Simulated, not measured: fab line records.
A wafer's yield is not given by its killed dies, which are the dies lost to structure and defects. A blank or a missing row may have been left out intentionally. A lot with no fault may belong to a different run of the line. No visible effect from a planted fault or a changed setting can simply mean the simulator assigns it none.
Matching of chambers + flow n5Finfet + 4 sister chambers for N5_MIM_BOT_ETCH_ETCH_04 on rieDiel-03
The step etches SiNx in CF4/O2, target depth 26 nm, time 13 s. 20 wafers are shown with their chamber, then 10 later ones without.

EACH WAFER AND ITS CHAMBER
| wafer  | chamber | drypumpMotorCurrentA (A) | rfVppV (V) | throttleValvePct (%) |
|--------|---------|--------------------------|------------|----------------------|
| L079.3 | 2       | 6.0                      | 252        | 15.96                |
| L079.5 | 2       | 6.0                      | 253        | 15.92                |
| L079.6 | 1       | 6.1                      | 242        | 15.85                |
| L082.1 | 1       | 6.1                      | 242        | 15.88                |
| L082.3 | 3       | 6.1                      | 230        | 15.73                |
| L082.4 | 2       | 6.0                      | 254        | 15.96                |
| L084.3 | 0       | 6.3                      | 235        | 16.15                |
| L084.5 | 2       | 6.0                      | 254        | 15.95                |
| L084.6 | 3       | 6.1                      | 232        | 15.73                |
| L085.3 | 3       | 6.0                      | 229        | 15.76                |
| L085.4 | 0       | 6.3                      | 234        | 16.19                |
| L085.5 | 1       | 6.1                      | 242        | 15.90                |
| L088.2 | 1       | 6.1                      | 241        | 15.91                |
| L088.3 | 0       | 6.3                      | 233        | 16.20                |
| L088.6 | 1       | 6.1                      | 243        | 15.91                |
| L092.2 | 1       | 6.1                      | 240        | 15.93                |
| L092.5 | 1       | 6.1                      | 242        | 15.91                |
| L092.6 | 0       | 6.3                      | 233        | 16.21                |
| L091.3 | 0       | 6.3                      | 235        | 16.22                |
| L091.4 | 1       | 6.1                      | 242        | 15.93                |

SIGNATURES (means of the wafers above)
| reading              | chamber 0 | chamber 1 | chamber 2 | chamber 3 | scatter within a chamber |
|----------------------|-----------|-----------|-----------|-----------|--------------------------|
| drypumpMotorCurrentA | 6.300     | 6.100     | 6.000     | 6.067     | 0.0204                   |
| rfVppV               | 234.00    | 241.75    | 253.25    | 230.33    | 1.03                     |
| throttleValvePct     | 16.1940   | 15.9025   | 15.9475   | 15.7400   | 0.0244                   |
Rule: for a wafer and a chamber, the distance is found by dividing, reading by reading, the gap between the wafer's reading and the chamber's mean by the reading's scatter, squaring, summing and taking the root. If the next closest chamber is less than 2 further off than the closest, the wafer can't be placed; otherwise it belongs to the closest. The scatter is the square root of a quotient: the sum, over the shown wafers, of each reading's squared deviation from its chamber's mean, divided by wafers minus chambers.

WAFERS WITHOUT THEIR CHAMBER
| wafer  | drypumpMotorCurrentA (A) | rfVppV (V) | throttleValvePct (%) |
|--------|--------------------------|------------|----------------------|
| L091.6 | 6.1                      | 240        | 15.92                |
| L094.2 | 6.0                      | 252        | 15.55                |
| L094.4 | 6.1                      | 242        | 15.93                |
| L094.6 | 6.0                      | 252        | 15.56                |
| L093.1 | 6.1                      | 231        | 15.78                |
| L093.2 | 6.1                      | 241        | 15.93                |
| L093.3 | 6.0                      | 254        | 15.56                |
| L096.1 | 6.1                      | 231        | 15.79                |
| L096.2 | 6.1                      | 241        | 15.95                |
| L096.6 | 6.1                      | 230        | 15.79                |

CHAMBER TAKEN BY EACH
| wafer  | from the rows above     | in truth |
|--------|-------------------------|----------|
| L091.6 | 1                       | 1        |
| L094.2 | can't be placed: 2 or 1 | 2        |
| L094.4 | 1                       | 1        |
| L094.6 | can't be placed: 2 or 1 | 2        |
| L093.1 | 3                       | 3        |
| L093.2 | 1                       | 1        |
| L093.3 | 2                       | 2        |
| L096.1 | 3                       | 3        |
| L096.2 | 1                       | 1        |
| L096.6 | 3                       | 3        |
8 of 10 placed correctly. Unplaceable from these rows: 2, with the true chamber sitting among the candidates in 2. Number placed wrongly: 0.
